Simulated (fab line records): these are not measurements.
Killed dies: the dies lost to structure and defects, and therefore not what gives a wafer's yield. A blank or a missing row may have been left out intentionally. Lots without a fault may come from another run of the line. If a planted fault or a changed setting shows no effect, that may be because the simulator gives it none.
Which tool is to blame? -- flow n5_finfet -- 30 wafers from 10 lots sampled at 3 of the route's 1938 steps

== WHAT EACH GAUGE READ, for each wafer ==
N5_BEOL_M7_RS_MEAS_57: measurement is done with a four-point probe. Usual: M7_RS gives 0.285 ohm/sq (standard deviation 0.0077).
lot,measured,on,M7_RS (ohm/sq),flag
L377,day 8 20:33,film_metro-02,0.290 0.297 0.286,
L380,day 10 04:14,film_metro-02,0.276 0.285 0.292,
L381,day 10 14:14,film_metro-01,0.274 0.292 0.274,
L382,day 11 01:28,film_metro-02,0.278 0.284 0.291,
L383,day 11 04:54,film_metro-02,0.293 0.283 0.298,
L388,day 12 20:22,film_metro-02,0.289 0.281 0.281,
L389,day 13 02:59,film_metro-01,0.276 0.285 0.273,
L396,day 14 03:36,film_metro-01,0.271 0.290 0.290,
L400,day 15 12:46,film_metro-02,0.285 0.279 0.286,
L399,day 16 04:26,film_metro-01,0.285 0.288 0.277,

N5_BEOL_M8_INSPECT_13: inspects for defects (brightfield). Usual: raw_defect_count at 444, with a standard deviation of 95.
lot,measured,on,raw_defect_count,flag
L377,day 8 23:16,defect_inspect-01,525 396 357,
L380,day 10 06:25,defect_inspect-01,402 443 360,
L381,day 10 17:20,defect_inspect-02,458 581 483,
L382,day 11 03:07,defect_inspect-02,505 406 580,
L383,day 11 08:41,defect_inspect-01,404 490 452,
L388,day 12 22:10,defect_inspect-01,506 310 358,
L389,day 13 04:50,defect_inspect-02,447 417 1455,OFF
L396,day 14 05:21,defect_inspect-02,438 351 493,
L400,day 15 14:42,defect_inspect-01,415 429 464,
L399,day 16 06:22,defect_inspect-01,364 490 464,

== WHICH TOOL RAN EACH LOT (tool, then ch and the chambers of the sampled wafers, then the start) ==
lot,N5_BEOL_M8_PECVD_70
L377,"pecvd-01 ch 0,2, day 8 21:14"
L380,"pecvd-04 ch 0,1,2, day 10 04:55"
L381,"pecvd-02 ch 0,1, day 10 15:24"
L382,"pecvd-01 ch 0,1,2, day 11 02:08"
L383,"pecvd-02 ch 1,2, day 11 05:36"
L388,"pecvd-01 ch 0,1,2, day 12 21:03"
L389,"pecvd-01 ch 0,1,2, day 13 03:41"
L396,"pecvd-04 ch 0,1,2, day 14 04:16"
L400,"pecvd-04 ch 0,2, day 15 13:35"
L399,"pecvd-02 ch 0,1,2, day 16 05:08"
- N5_BEOL_M8_PECVD_70: deposits SiO2 from TEOS/O2, target thk 20 nm, time 22.7 s.

== WHAT THE TOOLS THEMSELVES READ (means of the sampled wafers that have a number; where no wafer has one, the mark that the record gives instead) ==
N5_BEOL_M8_PECVD_70. Usual: heater_power_w 649 W, standard deviation 89; showerhead_plenum_p_Torr 8.76 Torr, standard deviation 0.057; showerhead_vpp_V 1347 V, standard deviation 57; throttle_valve_pct 22.3 %, standard deviation 0.75.
lot,tool,heater_power_w (W),showerhead_plenum_p_Torr (Torr),showerhead_vpp_V (V),throttle_valve_pct (%),flag
L377,pecvd-01,601,8.72,1327,21.4,
L380,pecvd-04,733,8.81,1402,22.5,
L381,pecvd-02,647,8.77,1322,22.8,
L382,pecvd-01,628,8.75,1326,22.2,
L383,pecvd-02,612,8.70,1319,22.8,
L388,pecvd-01,637,8.75,1318,21.9,
L389,pecvd-01,631,8.75,1322,22.2,
L396,pecvd-04,706,8.80,1410,22.4,
L400,pecvd-04,819,8.79,1370,22.2,
L399,pecvd-02,650,8.73,1351,22.5,

== THE ANSWER, worked out from the rows above alone ==
Rule: a lot is off if the mean of its wafers that have a number lies more than 3 standard deviations from the usual mean. A lot without any number at a reading at which 4 lots or more have one is off too. All remaining lots with rows at the step are treated as sound. After the gauges, taken in route order, come the tools' own readings; for these a lot's mean is taken, as printed above. The first step at which some lot is off is used, and at that step the reading that is off furthest; a lot without a number counts as furthest.
Off: L389, at N5_BEOL_M8_INSPECT_13 (raw_defect_count).
If a tool, at a process step before that reading, ran all the lots that are off and no sound lot after the first of them, it fits. The gauges at N5_BEOL_M8_INSPECT_13 are tried like those tools. One fits: N5_BEOL_M8_PECVD_70 on pecvd-01. Its last sound lot is L388 (day 12 21:03), its first lot that is off L389 (day 13 03:41): a fault that began between those two fits.

== WHAT THE SIMULATOR PUT IN ==
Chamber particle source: pecvd-01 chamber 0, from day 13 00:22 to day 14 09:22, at N5_BEOL_M8_PECVD_70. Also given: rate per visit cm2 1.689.
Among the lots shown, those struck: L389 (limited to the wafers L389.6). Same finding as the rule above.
